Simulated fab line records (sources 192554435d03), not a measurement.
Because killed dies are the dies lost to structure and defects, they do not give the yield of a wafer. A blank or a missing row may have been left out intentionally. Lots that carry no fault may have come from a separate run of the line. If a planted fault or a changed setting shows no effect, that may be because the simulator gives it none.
Chamber matching / flow n5-finfet / 4 sister chambers for N5_BEOL_M2_ETCHBACK_99 on rie-diel-06
The step etches SiO2 in CHF3, target depth 5 nm, time 10.4 s. 14 wafers are shown with their chamber, then 7 later ones without.

## WAFERS PAIRED WITH THEIR CHAMBERS
wafer=L078.1; chamber=1; showerhead-plenum-p-Torr (Torr)=2.15; drypump-motor-current-A (A)=5.6; oes-product-au (a.u.)=0.74
wafer=L078.2; chamber=2; showerhead-plenum-p-Torr (Torr)=2.13; drypump-motor-current-A (A)=5.3; oes-product-au (a.u.)=0.74
wafer=L078.3; chamber=0; showerhead-plenum-p-Torr (Torr)=2.08; drypump-motor-current-A (A)=4.8; oes-product-au (a.u.)=0.76
wafer=L081.2; chamber=1; showerhead-plenum-p-Torr (Torr)=2.15; drypump-motor-current-A (A)=5.6; oes-product-au (a.u.)=0.74
wafer=L081.3; chamber=2; showerhead-plenum-p-Torr (Torr)=2.13; drypump-motor-current-A (A)=5.3; oes-product-au (a.u.)=0.72
wafer=L081.4; chamber=3; showerhead-plenum-p-Torr (Torr)=2.31; drypump-motor-current-A (A)=4.8; oes-product-au (a.u.)=0.98
wafer=L083.1; chamber=1; showerhead-plenum-p-Torr (Torr)=2.15; drypump-motor-current-A (A)=5.6; oes-product-au (a.u.)=0.73
wafer=L083.5; chamber=3; showerhead-plenum-p-Torr (Torr)=2.31; drypump-motor-current-A (A)=4.9; oes-product-au (a.u.)=0.98
wafer=L083.6; chamber=0; showerhead-plenum-p-Torr (Torr)=2.08; drypump-motor-current-A (A)=4.8; oes-product-au (a.u.)=0.75
wafer=L084.1; chamber=1; showerhead-plenum-p-Torr (Torr)=2.14; drypump-motor-current-A (A)=5.6; oes-product-au (a.u.)=0.73
wafer=L084.2; chamber=3; showerhead-plenum-p-Torr (Torr)=2.31; drypump-motor-current-A (A)=4.8; oes-product-au (a.u.)=0.98
wafer=L084.4; chamber=0; showerhead-plenum-p-Torr (Torr)=2.08; drypump-motor-current-A (A)=4.8; oes-product-au (a.u.)=0.75
wafer=L089.1; chamber=3; showerhead-plenum-p-Torr (Torr)=2.31; drypump-motor-current-A (A)=4.9; oes-product-au (a.u.)=0.95
wafer=L089.2; chamber=2; showerhead-plenum-p-Torr (Torr)=2.12; drypump-motor-current-A (A)=5.3; oes-product-au (a.u.)=0.73

SIGNATURES (averages over the wafers above)
reading=showerhead-plenum-p-Torr; chamber 0=2.0800; chamber 1=2.1475; chamber 2=2.1267; chamber 3=2.3100; scatter within a chamber=0.00376
reading=drypump-motor-current-A; chamber 0=4.800; chamber 1=5.600; chamber 2=5.300; chamber 3=4.850; scatter within a chamber=0.0316
reading=oes-product-au; chamber 0=0.7533; chamber 1=0.7350; chamber 2=0.7300; chamber 3=0.9725; scatter within a chamber=0.0102
Rule: distance of a wafer from a chamber = root of the sum over the readings of ((wafer's reading minus chamber's mean) / reading's scatter) squared. If the next closest chamber is less than 2 further off than the closest, the wafer can't be placed; otherwise it belongs to the closest. The scatter: the root of (the sum of the squares of (reading less its chamber's mean) over the shown wafers, divided by (wafers less chambers)).

## WAFERS MISSING THEIR CHAMBER
wafer=L089.6; showerhead-plenum-p-Torr (Torr)=2.14; drypump-motor-current-A (A)=5.6; oes-product-au (a.u.)=0.72
wafer=L093.3; showerhead-plenum-p-Torr (Torr)=2.07; drypump-motor-current-A (A)=4.8; oes-product-au (a.u.)=0.73
wafer=L093.4; showerhead-plenum-p-Torr (Torr)=2.12; drypump-motor-current-A (A)=5.3; oes-product-au (a.u.)=0.71
wafer=L093.6; showerhead-plenum-p-Torr (Torr)=2.14; drypump-motor-current-A (A)=5.6; oes-product-au (a.u.)=0.71
wafer=L097.1; showerhead-plenum-p-Torr (Torr)=2.13; drypump-motor-current-A (A)=5.6; oes-product-au (a.u.)=0.71
wafer=L097.2; showerhead-plenum-p-Torr (Torr)=2.07; drypump-motor-current-A (A)=4.8; oes-product-au (a.u.)=0.73
wafer=L097.5; showerhead-plenum-p-Torr (Torr)=2.12; drypump-motor-current-A (A)=5.3; oes-product-au (a.u.)=0.70

## WHICH CHAMBER EACH ONE RAN IN
wafer=L089.6; from the rows above=1; in truth=1
wafer=L093.3; from the rows above=0; in truth=0
wafer=L093.4; from the rows above=2; in truth=2
wafer=L093.6; from the rows above=1; in truth=1
wafer=L097.1; from the rows above=1; in truth=1
wafer=L097.2; from the rows above=0; in truth=0
wafer=L097.5; from the rows above=2; in truth=2
Placed correctly: 7 of 7. Can't be placed from these rows: 0. Placed wrongly: 0.
